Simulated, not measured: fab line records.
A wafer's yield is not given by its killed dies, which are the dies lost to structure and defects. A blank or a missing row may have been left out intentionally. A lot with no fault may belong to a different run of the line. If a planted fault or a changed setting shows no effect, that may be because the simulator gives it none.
fab line records | flow n5-finfet
record: lots: 4 wafers: 12 last-day: 17
route steps=1938 shown BEOL_M11@1590 BEOL_M12@1602 PASSIVATION@1936
lots with no fault: from the same line, run without faults
start-h: hours from the record's opening day to when the first of the lot's shown wafers began | wait-h: hours from the lot's prior step to this one | " as in the row above | L1.1+2: several wafers, shown together as one row | - no value present, or no start provided | * or withheld: withheld | < > ~ a bound
route shown NAME@n: NAME is a module with steps in the file, n the number in the route of the first one | usual: mean/standard deviation of fault-free wafers | same: alike in all rows | chamber/n: place in a boat | sites: each site's reading | _std_site: their standard deviation | _edge_site: the outer-site mean with the inner-site mean subtracted | radius-mm: how far each site lies from the wafer's centre | mask NAME#n: copy n | behind: the tool/chamber that last shaped the wafer | hold: reason for holding the lot/hours on hold/outcome of the hold | device: transistor that didn't switch, given as n, p or np | end of line: the same wafers' tests at the end of the route | where a step has no rows: the recipe by itself | killed: dies lost to structure and defects at the first sort, not the wafer's yield | map: a wafer's dies, x killed, . not, _ none there
set.NAME: the setting that was run; set.NAME@STEP: the one run at that earlier step | model.NAME: the simulator's own value behind a step, which no gauge read
certain route steps with their lots: each step a table, each wafer a row
services: the hour from which a tool's chamber was out of use, counted from the record's first day as start-h (under 0 if before that day), plus the number of hours and why
== steps ==
step: N5_BEOL_M11_ALD_74
recipe: material: TaN target-thk-a: 20 temp-c: 275 ald-precursor-family: PDMAT ald-co-reactant: NH3 pressure-torr: 3 carrier-flow-sccm: 1500 pulse-time-s: 2 purge-time-s: 3 co-reactant-purge-time-s: 2 co-reactant-pulse-time-s: 3 ald-cycles: 40 precursor-vessel-temp-c: 75 precursor-vessel-pressure-torr: 26.25 precursor-vessel-carrier-sccm: 1000
step: N5_BEOL_M11_SURFACE_TREAT_76
recipe: gas: Ar time-s: * ion-energy-ev: * ion-current-ma-cm2: 0.5 pressure-mtorr: * ar-flow-sccm: 30
step: N5_BEOL_M11_CVD_75
recipe: material: Co target-thk-a: 20 temp-c: withheld precursor: CCTBA/H2 pressure-torr: 30 time-s: 138.9
step: N5_BEOL_M11_SPUTTER_48
recipe: material: Cu target-thk-a: 120 temp-c: -20 bias-v: 60 power-w: 26000 chamber-pressure-pa: 0.13 time-s: 2
step: N5_BEOL_M11_ECD_50
recipe: material: Cu target-thk-a: 3180
step: N5_BEOL_M11_ANNEAL_51
recipe: temp-c: 225 time-s: 90 ambient: N2
step: N5_BEOL_M11_CMP_52
recipe: stop-on: SiCOH_lowk t-overpolish-s: 7 down-force-psi: 1 platen-rpm: 50 clearing-platen-down-force-psi: 1.5 clearing-platen-rpm: 50 post-cmp-clean: cu-alkaline target-thk-nm: 140 clearing-platen-pad-velocity-m-s: 0.99484 pad-velocity-m-s: 0.99484
step: N5_BEOL_M11_PRE_CLEAN_55
recipe: gas: NH3 time-s: 15 temp-c: withheld rf-power-w: 300
step: N5_BEOL_M11_DEP_56
recipe: material: SiCN target-thk-a: 300 temp-c: withheld precursor: 3MS/NH3 pressure-torr: 3 rf-w: 675 time-s: 10.5
step: N5_BEOL_M12_ILD_DEP_00
recipe: material: SiOC target-thk-a: 6589.2 temp-c: 350 precursor: DEMS/O2 pressure-torr: 5 rf-w: 500 time-s: 130.7
usual: heater-power-outer-w: 245/40 heater-power-w: 452/49 showerhead-plenum-p-Torr: 5.695/0.012 throttle-valve-pct: 12.1/0.78
columns lot.wafer tool chamber start-h wait-h heater-power-outer-w heater-power-w showerhead-plenum-p-Torr throttle-valve-pct model.SiOC_of_BEOL_M12_ILD_DEP_00.thk-nm
L708.1 pecvd-04 1 261.58 0.0 199 412 5.696 12.3 657
L708.3 " 2 " " 252 465 5.697 10.3 662
L708.6 " 0 " " 196 343 5.677 12.0 660.2
L715.3 pecvd-04 2 314.96 0.0 251 464 5.700 10.5 658.4
L715.5 " 1 " " 257 489 5.684 12.0 673.2
L715.6 " 2 " " 184 366 5.687 10.7 717.8
L714.2 pecvd-04 1 315.39 0.0 262 482 5.680 12.5 695
L714.4 " 2 " " 239 450 5.686 10.6 710.2
L714.6 " 1 " " 274 489 5.680 12.3 714
L722.2 pecvd-01 1 359.11 0.0 308 525 5.700 13.8 657.2
L722.3 " 0 " " 193 403 5.698 12.9 656.8
L722.6 " 0 " " 214 436 5.696 12.9 668.2
step: N5_BEOL_M12_THK_MEAS_01
recipe: reads: SiOC_of_BEOL_M12_ILD_DEP_00
usual: M12_ILD_THK: 660/7.9
columns lot.wafer tool chamber start-h wait-h M12_ILD_THK[nm]
L708.1 film-metro-02 - 261.71 0.1 657
L708.3 " - " " 662
L708.6 " - " " 660
L715.3 film-metro-02 - 315.10 0.1 658
L715.5 " - " " 673
L715.6 " - " " 717
L714.2 film-metro-01 - 315.53 0.1 695
L714.4 " - " " 710
L714.6 " - " " 714
L722.2 film-metro-02 - 359.25 0.1 658
L722.3 " - " " 657
L722.6 " - " " 668
step: N5_BEOL_M12_COAT_58
recipe: resist: BARC temp-c: 205 time-s: 60 spin-rpm: 1500 resist-thk-nm: 89
step: N5_BEOL_M12_COAT_04
recipe: spin-rpm: 1625 resist-thk-nm: 400
step: N5_BEOL_M12_EBR_06
recipe: solvent: PGMEA ebr-width-mm: 1.5
step: N5_BEOL_M12_SOFTBAKE_05
recipe: temp-c: 130 time-s: 60
step: N5_BEOL_M12_EXPOSE_07
recipe: mask-id: V11 na: 0.93 source-shape: conventional sigma-outer: 0.6 polarization: unpolarized attpsm-phase-deg: 180 dose-mj: 32.5
step: N5_BEOL_M12_PEB_08
recipe: peb-temp-c: 130 peb-time-s: 90
step: N5_BEOL_M12_DEVELOP_09
recipe: develop-time-s: 45 rinse-liquid: diw dry: air-spin dev-temp-c: 21
step: N5_BEOL_M12_HARDBAKE_14
recipe: temp-c: 130 time-s: 120
step: N5_BEOL_M12_DESCUM_15
recipe: chemistry: O2 time-s: 7.9 source-power-w: 50 bias-power-w: 20 pressure-mtorr: 20 rf-frequency-hz: 2.712e+07 temp-c: 40 o2-flow-sccm: 225
step: N5_BEOL_M12_ETCH_59
recipe: chemistry: N2/H2 target: BARC target-depth-a: 890 overetch-a: 267 time-s: 67.9 ion-energy-ev: 200 pressure-mtorr: 30 source-w: 840 bias-w: 150 n2-flow-sccm: 200 h2-flow-sccm: 200
step: N5_BEOL_M12_VIA_ETCH_16
recipe: chemistry: C4F8/O2/Ar target: SiOC pressure-mtorr: 30 source-w: 3000 bias-w: 700 Ar_flow_sccm: 400 C4F8_flow_sccm: 15 O2_flow_sccm: 8 he-inner-torr: 15 he-outer-torr: 30 target-depth-a: 7248 time-s: withheld ion-energy-ev: 250 ends: cleared
usual: drypump-motor-current-A: 5.6/0.51 oes-product-au: 0.72/0.076 rf-vpp-V: 666/3.2 showerhead-plenum-p-Torr: 3.43/0.12 throttle-valve-pct: 24.21/0.24
columns lot.wafer tool chamber start-h wait-h drypump-motor-current-A oes-product-au rf-vpp-V showerhead-plenum-p-Torr throttle-valve-pct model.etch.depth-nm model.coat_of_BEOL_M12_COAT_04.thk-nm
L708.1 rie-diel-01 2 262.32 0.0 5.1 0.69 668 3.57 24.62 657 124.4
L708.3 " 1 " " 5.7 0.80 664 3.34 24.06 662.1 122.6
L708.6 " 0 " " 5.6 0.63 663 3.35 24.32 660.1 122.4
L715.3 rie-diel-03 0 315.71 0.1 6.3 0.86 667 3.48 24.11 658.4 121.2
L715.5 " 0 " " 6.3 0.85 666 3.48 24.11 673.1 117.2
L715.6 " 3 " " 5.8 0.78 667 3.45 24.24 717.8 109.4
L714.2 rie-diel-01 0 316.13 0.0 5.6 0.92 663 3.34 24.07 695 109.4
L714.4 " 1 " " 5.8 0.78 666 3.33 24.06 710.2 106.6
L714.6 " 1 " " 5.7 0.78 663 3.33 24.07 714 105.4
L722.2 rie-diel-01 3 360.03 0.0 6.5 0.70 670 3.56 23.93 657.3 122.6
L722.3 " 1 " " 5.7 0.75 664 3.32 24.10 656.8 122.2
L722.6 " 1 " " 5.8 0.75 664 3.32 24.10 668.3 118
step: N5_BEOL_M12_STRIP_63
recipe: chemistry: N2/H2 power-w: 1000 temp-c: 250 h2-frac: 0.65 overash-fraction: 0.3 pressure-mtorr: 1000 n2-flow-sccm: 1750 h2-flow-sccm: 3250
usual: drypump-motor-current-A: 5.7/0.33 heater-power-w: 353/37 oes-product-au: 0.693/0.0049 strip-time-to-endpoint-s: 42.4/0.74
same: overash-fraction: 0.3
columns lot.wafer tool chamber start-h wait-h drypump-motor-current-A heater-power-w oes-product-au rf-hours-counter-h strip-time-to-endpoint-s
L708.1 plasma-asher-01 1 262.73 - 6.2 318 0.695 137 42.9
L708.3 " 0 " " 5.2 364 0.702 - 42.4
L708.6 " 0 " " 5.2 367 0.689 - 42.4
L715.3 plasma-asher-02 0 315.93 - 5.9 321 0.698 - 42.0
L715.5 " 0 " " 5.9 319 0.683 - 40.9
L715.6 " 1 " " 5.7 395 0.690 - 38.8
L714.2 plasma-asher-02 0 316.33 - 5.9 318 0.687 71 38.8
L714.4 " 1 " " 5.7 408 0.686 - 38.0
L714.6 " 1 " " 5.6 407 0.693 - 37.7
L722.2 plasma-asher-02 0 360.23 - 5.9 314 0.703 81 42.4
L722.3 " 0 " " 5.8 322 0.699 - 42.3
L722.6 " 1 " " 5.6 398 0.692 - 41.2
step: N5_BEOL_M12_STRIP_64
recipe: chemistry: N2/H2 power-w: 1000 temp-c: 250 h2-frac: 0.65 overash-fraction: 0.3 pressure-mtorr: withheld n2-flow-sccm: 1750 h2-flow-sccm: 3250
step: N5_BEOL_M12_STRIP_71
recipe: chemistry: post-etch-residue-remover time-s: 60 temp-c: 25 remover-ph: withheld remover-water-wt-pct: withheld remover-fluoride-wt-pct: withheld
step: N5_BEOL_M12_SRD_72
recipe: time-s: 30 temp-c: 23 rinse-liquid: diw dry: n2-spin spin-rpm: 1500 dry-time-s: 30
step: N5_BEOL_M12_COAT_65
recipe: resist: SOC temp-c: 250 time-s: 60 spin-rpm: 1500 resist-thk-nm: 300
step: N5_BEOL_M12_COAT_66
recipe: resist: SiARC temp-c: 220 time-s: 60 spin-rpm: 1500 resist-thk-nm: 110
step: N5_BEOL_M12_COAT_22
recipe: spin-rpm: 2888 resist-thk-nm: 300
step: N5_BEOL_M12_EBR_24
recipe: solvent: PGMEA ebr-width-mm: 1.5
step: N5_BEOL_M12_SOFTBAKE_23
recipe: temp-c: 130 time-s: 60
step: N5_BEOL_M12_EXPOSE_25
recipe: mask-id: M12 na: 0.93 source-shape: conventional sigma-outer: 0.4 polarization: unpolarized dose-mj: 21.8
step: N5_BEOL_M12_PEB_26
recipe: peb-temp-c: 130 peb-time-s: 90
step: N5_BEOL_M12_DEVELOP_27
recipe: develop-time-s: 45 rinse-liquid: diw dry: air-spin dev-temp-c: 21
step: N5_BEOL_M12_HARDBAKE_32
recipe: temp-c: 130 time-s: 120
step: N5_BEOL_M12_CMP_49
recipe: stop-on: SiOC t-overpolish-s: 20.6 down-force-psi: 1 platen-rpm: 50 clearing-platen-down-force-psi: 1.5 clearing-platen-rpm: 50 post-cmp-clean: cu-alkaline target-thk-nm: 320 clearing-platen-pad-velocity-m-s: 0.99484 pad-velocity-m-s: 0.99484
usual: motor-current-A: 6.1/0.7 slurry-flow-ml-min: 150.0/0.46
columns lot.wafer tool chamber start-h wait-h motor-current-A slurry-flow-ml-min model.SiOC_of_BEOL_M12_ILD_DEP_00.thk-nm
L708.3 cmp-03 0 265.95 0.2 6.2 149.1 604.8
L708.1 " 2 " " 6.3 149.9 596.2
L708.6 " 0 " " 6.3 149.2 600.8
L715.3 cmp-04 0 320.96 0.3 5.5 149.7 598.2
L715.5 " 1 " " 6.2 150.3 616.2
L715.6 " 2 " " 5.7 151.0 657.2
L714.2 cmp-03 1 321.42 0.3 5.2 149.3 636.6
L714.4 " 2 " " 6.5 149.8 653.2
L714.6 " 0 " " 6.7 149.5 653.2
L722.3 cmp-01 3 363.89 0.2 7.1 150.4 597.6
L722.2 " 0 " " 6.4 149.4 600
L722.6 " 0 " " 5.9 149.8 609.6
step: N5_PASSIVATION_PROBE_49
usual: defect-limited-yield: 91.3/1.5 killed_at_M0_to_M3: 34/9.4 killed_at_M4_up: 13/5.3 killed-at-contacts: 13/5.7 killed-at-front-end: 40/10 killed-at-other: 3.7/2.8 killed-dies: 103/17 killed-open: 67/13 killed-short: 35/8.5 sort_bin_4_leakage: 0.00/0.016 sort_bin_5_function: 5.0/0.98 sort_bin_6_memory: 3.3/0.7 sort-n-pass: 1077/17 sort-yield-pct: 91.3/1.5
same: gross-dies: 1180 killed-at-back-side: 0 sort_bin_8_speed[%]: 0
columns lot.wafer tool chamber start-h wait-h defect-limited-yield[%] killed_at_M0_to_M3 killed_at_M4_up killed-at-contacts killed-at-front-end killed-at-other killed-dies killed-open killed-short sort_bin_4_leakage[%] sort_bin_5_function[%] sort_bin_6_memory[%] sort-n-pass sort-yield-pct[%]
L708.1 prober-02 - 303.54 0.0 90.8 35 25 5 41 3 109 75 34 0 5.8 3.1 1071 90.8
L708.3 prober-02 - 303.64 0.1 88.6 53 12 5 62 3 135 89 46 0 6.1 4.9 1045 88.6
L708.6 prober-02 - 303.79 0.3 89.1 57 12 4 52 4 129 83 44 0 6.1 4.2 1051 89.1
L715.3 prober-02 - 353.27 0.1 91.1 33 12 5 54 1 105 62 40 0 4.5 3.7 1075 91.1
L715.5 prober-02 - 353.37 0.2 91.9 29 10 12 38 7 96 58 38 0 4.7 3.2 1084 91.9
L715.6 prober-02 - 353.42 0.3 91.2 30 12 6 52 4 104 65 36 0 5.0 3.5 1076 91.2
L714.2 prober-01 - 355.57 0.1 91.4 23 14 10 51 4 102 59 36 0 4.8 3.1 1078 91.4
L714.4 prober-01 - 355.67 0.2 91.4 37 10 6 46 3 102 69 31 0 5.6 2.5 1078 91.4
L714.6 prober-01 - 355.77 0.3 91.0 24 9 8 63 2 106 78 28 0 5.8 2.9 1074 91.0
killed by level:class
L708.1 STI_FIN_REVEAL:geometric-particle:open=14 BEOL_M4:geometric-particle:open=13 BEOL_M0_SAQP:geometric-particle:open=10 BEOL_M0_SAQP:geometric-particle:short=8 BEOL_M3:geometric-particle:open=7 GATE_CUT:geometric-particle:open=6 BEOL_M2:geometric-particle:open=5 FIN_SAQP:geometric-particle:short=4
L708.3 BEOL_M0_SAQP:geometric-particle:short=14 BEOL_M1:geometric-particle:open=14 BEOL_M0_SAQP:geometric-particle:open=13 FIN_SAQP:geometric-particle:open=11 DUMMY_GATE:geometric-particle:open=8 BEOL_M2:geometric-particle:open=8 GATE_CUT:geometric-particle:short=7 FIN_SAQP:geometric-particle:short=6
L708.6 BEOL_M0_SAQP:geometric-particle:open=18 BEOL_M0_SAQP:geometric-particle:short=13 STI_FIN_REVEAL:geometric-particle:open=13 BEOL_M3:geometric-particle:open=11 DUMMY_GATE:geometric-particle:open=6 GATE_CUT:geometric-particle:short=6 BEOL_M1:geometric-particle:open=6 BEOL_M4:geometric-particle:open=6
L715.3 FIN_SAQP:geometric-particle:short=16 FIN_SAQP:geometric-particle:open=13 BEOL_M0_SAQP:geometric-particle:short=10 BEOL_M0_SAQP:geometric-particle:open=6 BEOL_M1:geometric-particle:open=6 BEOL_M2:geometric-particle:open=5 DUMMY_GATE:geometric-particle:open=4 MOL_CONTACT_COAG:geometric-particle:open=4
L715.5 FIN_SAQP:geometric-particle:open=11 MOL_CONTACT_COAG:geometric-particle:open=10 FIN_SAQP:geometric-particle:short=8 STI_FIN_REVEAL:geometric-particle:open=6 BEOL_M0_SAQP:geometric-particle:short=6 BEOL_M2:geometric-particle:open=5 BEOL_M0_SAQP:geometric-particle:open=5 BEOL_M3:geometric-particle:open=5
L715.6 FIN_SAQP:geometric-particle:open=15 FIN_SAQP:geometric-particle:short=10 STI_FIN_REVEAL:geometric-particle:open=9 BEOL_M1:geometric-particle:open=7 BEOL_M0_SAQP:geometric-particle:short=6 STARTING-WAFER:geometric-particle:short=5 MOL_CONTACT_COAG:geometric-particle:open=4 BEOL_M0_SAQP:geometric-particle:open=4
L714.2 MOL_CONTACT_COAG:geometric-particle:open=10 FIN_SAQP:geometric-particle:short=9 FIN_SAQP:geometric-particle:open=9 BEOL_M3:geometric-particle:open=7 ILD0:geometric-particle:open=6 ILD0:geometric-particle:short=6 BEOL_M4:geometric-particle:open=6 BEOL_M2:geometric-particle:short=5
L714.4 FIN_SAQP:geometric-particle:open=13 BEOL_M0_SAQP:geometric-particle:open=9 BEOL_M3:geometric-particle:open=7 BEOL_M0_SAQP:geometric-particle:short=6 BEOL_M2:geometric-particle:open=6 FIN_SAQP:geometric-particle:short=5 STI_FIN_REVEAL:geometric-particle:open=5 GATE_CUT:geometric-particle:open=5
L714.6 FIN_SAQP:geometric-particle:open=19 STI_FIN_REVEAL:geometric-particle:open=15 GATE_CUT:geometric-particle:open=8 MOL_CONTACT_COAG:geometric-particle:open=6 BEOL_M3:geometric-particle:open=6 BEOL_M4:geometric-particle:open=6 BEOL_M0_SAQP:geometric-particle:short=5 FIN_SAQP:geometric-particle:short=4
== services ==
columns tool chamber start-h hours kind
cmp-04 - 239.30 0.7 repair
cmp-01 - 247.09 14.3 pm
plasma-asher-02 - 252.11 21.5 repair
cmp-03 - 260.77 3.3 pm
cmp-04 - 262.37 5.8 repair
cmp-01 - 268.07 5.1 pm
pecvd-01 0 271.13 58.4 repair
cmp-03 - 273.35 1.4 repair
cmp-04 - 279.00 5.4 pm
pecvd-01 2 280.52 5.9 repair
cmp-04 - 287.56 4.0 pm
cmp-03 - 292.18 4.0 pm
rie-diel-01 0 299.89 - clean
cmp-03 - 312.01 4.2 repair
plasma-asher-01 - 312.45 4.4 repair
cmp-01 - 324.08 3.3 repair
pecvd-04 - 330.61 0.5 repair
cmp-03 - 338.88 11.3 pm
cmp-04 - 339.12 1.3 repair
cmp-04 - 344.77 1.8 repair
pecvd-04 - 351.58 5.5 pm
rie-diel-01 - 354.60 0.3 repair
cmp-01 - 356.68 1.8 repair
cmp-04 - 362.34 6.0 pm
== key ==
first-sign: step: N5_BEOL_M12_THK_MEAS_01 reading: M12_ILD_THK direction: up sigmas: 6.2 usual: 660 struck: 709
effect: step: N5_BEOL_M12_STRIP_63 reading: strip-time-to-endpoint-s direction: down sigmas: 5.5 usual: * struck: *
model-effect: step: N5_BEOL_M12_ILD_DEP_00 value: SiOC_of_BEOL_M12_ILD_DEP_00.thk-nm without: 661 struck: 709.2
model-effect: step: N5_BEOL_M12_VIA_ETCH_16 value: etch.depth-nm without: 661 struck: 709.2
model-effect: step: N5_BEOL_M12_CMP_49 value: SiOC_of_BEOL_M12_ILD_DEP_00.thk-nm without: 601.9 struck: 650.1
met-at N5_BEOL_M12_ILD_DEP_00
struck-wafers L714.2,L714.4,L714.6,L715.6
onset-between 261.58 314.96
fault: kind: process-parameter-drift tool: pecvd-04 chamber: - onset-h: 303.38 steps: N5_BEOL_M12_ILD_DEP_00 channel: target-thk-a offset: * shape: step end-h: 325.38 scope: struck-wafers-only acts-in: * stated: *
